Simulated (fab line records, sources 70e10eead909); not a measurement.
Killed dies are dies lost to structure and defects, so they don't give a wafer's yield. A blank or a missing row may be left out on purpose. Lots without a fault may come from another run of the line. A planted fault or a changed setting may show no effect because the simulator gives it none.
Which tool did it? | flow nand_harc | 13 lots, 39 wafers sampled, at 5 steps of a route of 1302

WHAT THE GAUGES READ, wafer by wafer
NHARC_A_SLIT_CD_MEAS_21.
lot  | measured     | on        | cd_nm (nm)
L567 | day 20 21:19 | cd_sem-03 | 290.2 289.6 289.9
L568 | day 21 01:58 | cd_sem-02 | 289.0 290.1 288.9
L575 | day 23 09:43 | cd_sem-01 | 288.6 289.5 288.5
L577 | day 24 12:33 | cd_sem-02 | 290.4 290.1 290.2
L581 | day 25 22:18 | cd_sem-03 | 289.2 290.0 289.6
L583 | day 26 14:08 | cd_sem-03 | 289.2 289.3 289.8
L584 | day 26 14:34 | cd_sem-02 | 289.9 289.7 289.4
L586 | day 27 18:59 | cd_sem-03 | 289.6 289.6 290.1
L585 | day 28 03:12 | cd_sem-03 | 289.4 289.3 289.1
L590 | day 29 21:35 | cd_sem-03 | 290.2 291.2 290.4
L588 | day 29 23:52 | cd_sem-02 | 290.7 290.5 290.4
L587 | day 30 01:24 | cd_sem-01 | 289.5 289.6 289.2
L589 | day 30 03:43 | cd_sem-01 | 290.2 289.5 289.1

NHARC_END_SORT_01.
lot  | measured     | on        | killed_at_array | killed_at_other | killed_at_periphery | killed_dies | killed_open | killed_short
L575 | day 28 09:01 | prober-02 | 33 673 674      | 3 3 1           | 0 1 2               | 36 677 677  | 2 4 3       | 4 2 3
L577 | day 29 02:30 | prober-01 | 675 79 73       | 0 1 3           | 2 4 4               | 677 84 80   | 5 2 4       | 5 0 1

WHICH TOOL RAN EACH LOT (tool, then ch and the chambers of the sampled wafers, then the start)
lot  | NHARC_A_WL_FILL_ALD_02              | NHARC_A_WL_FILL_ETCHBACK_16        | NHARC_A_WL_FILL_ALD_19
L567 | ald_metal-04 ch 0,1,2, day 21 04:26 | rie_diel-10 ch 1,2, day 21 19:05   | ald_metal-03 ch 1,2, day 22 00:47
L568 | ald_metal-04 ch 1,2, day 21 09:05   | rie_diel-05 ch 0,2,3, day 21 19:06 | ald_metal-04 ch 2,3, day 22 00:47
L575 | ald_metal-01 ch 0,3, day 23 16:52   | rie_diel-08 ch 0,2,3, day 24 04:17 | ald_metal-04 ch 0,1,2, day 24 09:54
L577 | ald_metal-01 ch 0,1,3, day 25 00:22 | rie_diel-08 ch 0,3, day 25 11:00   | ald_metal-01 ch 1,2,3, day 25 18:01
L581 | ald_metal-04 ch 0,1,2, day 27 04:29 | rie_diel-08 ch 1,2,3, day 27 18:43 | ald_metal-03 ch 0,1,3, day 28 00:13
L583 | ald_metal-04 ch 2,3, day 27 04:50   | rie_diel-05 ch 1,2,3, day 27 16:10 | ald_metal-03 ch 0,3, day 27 21:12
L584 | ald_metal-03 ch 0,1, day 27 04:43   | rie_diel-10 ch 1,3, day 27 18:39   | ald_metal-04 ch 1,2, day 28 00:14
L586 | ald_metal-01 ch 0,1,3, day 28 02:22 | rie_diel-10 ch 0,1,2, day 28 13:00 | ald_metal-04 ch 2,3, day 28 18:50
L585 | ald_metal-03 ch 2,3, day 28 10:22   | rie_diel-10 ch 0,3, day 29 00:35   | ald_metal-03 ch 1,2,3, day 29 06:13
L590 | ald_metal-03 ch 1,2,3, day 30 06:56 | rie_diel-08 ch 0,2,3, day 30 17:47 | ald_metal-04 ch 0,1,3, day 30 23:35
L588 | ald_metal-01 ch 0,2,3, day 30 07:11 | rie_diel-05 ch 0,1,2, day 30 17:52 | ald_metal-01 ch 1,2,3, day 30 23:34
L587 | ald_metal-04 ch 0,1,3, day 30 11:41 | rie_diel-10 ch 0,2,3, day 30 23:07 | ald_metal-01 ch 1,2,3, day 31 04:44
L589 | ald_metal-03 ch 1,2,3, day 30 11:54 | rie_diel-05 ch 0,1,2, day 30 23:05 | ald_metal-04 ch 0,1,2, day 31 04:44
- NHARC_A_WL_FILL_ALD_02: deposits TiN, target thk 2 nm, pulse time 3 s, ald cycles 100.
- NHARC_A_WL_FILL_ETCHBACK_16: etches the open film in C4F8/O2/Ar, target depth 120 nm, time 24 s.
- NHARC_A_WL_FILL_ALD_19: deposits TiN, target thk 2 nm, pulse time 3 s, ald cycles 100.

WHAT THE TOOLS THEMSELVES READ (means of the sampled wafers that have a number; where no wafer has one, the mark that the record gives instead)
NHARC_A_WL_FILL_ALD_02.
lot  | tool         | heater_power_w (W) | precursor_pulse_height_rel
L567 | ald_metal-04 | 1034               | 1.020
L568 | ald_metal-04 | 1072               | 1.003
L575 | ald_metal-01 | 1115               | 0.977
L577 | ald_metal-01 | 1102               | 1.002
L581 | ald_metal-04 | 1049               | 0.994
L583 | ald_metal-04 | 1152               | 1.016
L584 | ald_metal-03 | 1195               | 1.008
L586 | ald_metal-01 | 1107               | 0.989
L585 | ald_metal-03 | 1064               | 1.019
L590 | ald_metal-03 | 1108               | 0.978
L588 | ald_metal-01 | 1135               | 1.014
L587 | ald_metal-04 | 1023               | 0.999
L589 | ald_metal-03 | 1112               | 1.006

NHARC_A_WL_FILL_ETCHBACK_16.
lot  | tool        | oes_product_au (a.u.) | rf_vpp_V (V) | run_length_s (s)
L567 | rie_diel-10 | 0.995                 | 723          | 45.9
L568 | rie_diel-05 | 0.975                 | 723          | 45.4
L575 | rie_diel-08 | 0.995                 | 722          | 33.3
L577 | rie_diel-08 | 0.992                 | 721          | 38.8
L581 | rie_diel-08 | 0.997                 | 720          | 45.5
L583 | rie_diel-05 | 0.994                 | 727          | 45.1
L584 | rie_diel-10 | 0.991                 | 726          | 46.0
L586 | rie_diel-10 | 0.930                 | 722          | 45.8
L585 | rie_diel-10 | 0.994                 | 725          | 45.0
L590 | rie_diel-08 | 0.929                 | 722          | 45.1
L588 | rie_diel-05 | 0.995                 | 724          | 45.0
L587 | rie_diel-10 | 1.000                 | 724          | 45.3
L589 | rie_diel-05 | 0.962                 | 724          | 45.1

NHARC_A_WL_FILL_ALD_19.
lot  | tool         | heater_power_w (W) | precursor_pulse_height_rel
L567 | ald_metal-03 | 1116               | 0.975
L568 | ald_metal-04 | 1155               | 1.002
L575 | ald_metal-04 | 1031               | 0.978
L577 | ald_metal-01 | 1147               | 0.994
L581 | ald_metal-03 | 1148               | 0.995
L583 | ald_metal-03 | 1097               | 0.996
L584 | ald_metal-04 | 1002               | 1.026
L586 | ald_metal-04 | 1153               | 1.025
L585 | ald_metal-03 | 1085               | 1.001
L590 | ald_metal-04 | 1004               | 1.008
L588 | ald_metal-01 | 1160               | 1.003
L587 | ald_metal-01 | 1152               | 1.007
L589 | ald_metal-04 | 1026               | 0.983

THE ANSWER, worked out from the rows above alone
Rule: what is usual is taken from the lots themselves. Put in order of their means at a reading, lots are off if they are a third of the lots or fewer, leave a main group of 4 or more, and stand apart from it by a gap of 3 or more times the standard deviation of the main group's means; of several such gaps the widest counts. A main group whose means are all the same, to the digits that the tables above print for the reading, isn't used. A lot without any number at a reading at which 4 lots or more have one is off too. The other lots that the step has rows for count as sound. The gauges are gone through in route order, then the tools' own readings, and for those a lot's mean is taken as printed above. The first step at which some lot is off is used, and at that step the reading that is off furthest; a lot without a number counts as furthest.
Off: L575, L577, at NHARC_A_WL_FILL_ETCHBACK_16 (run_length_s). The main group: mean 45.4 s, standard deviation 0.35.
A tool fits if, at that step or a process step before it, it ran every lot that is off, and no sound lot after the first of them. None of those tried fits.

WHAT THE SIMULATOR HAD PUT IN
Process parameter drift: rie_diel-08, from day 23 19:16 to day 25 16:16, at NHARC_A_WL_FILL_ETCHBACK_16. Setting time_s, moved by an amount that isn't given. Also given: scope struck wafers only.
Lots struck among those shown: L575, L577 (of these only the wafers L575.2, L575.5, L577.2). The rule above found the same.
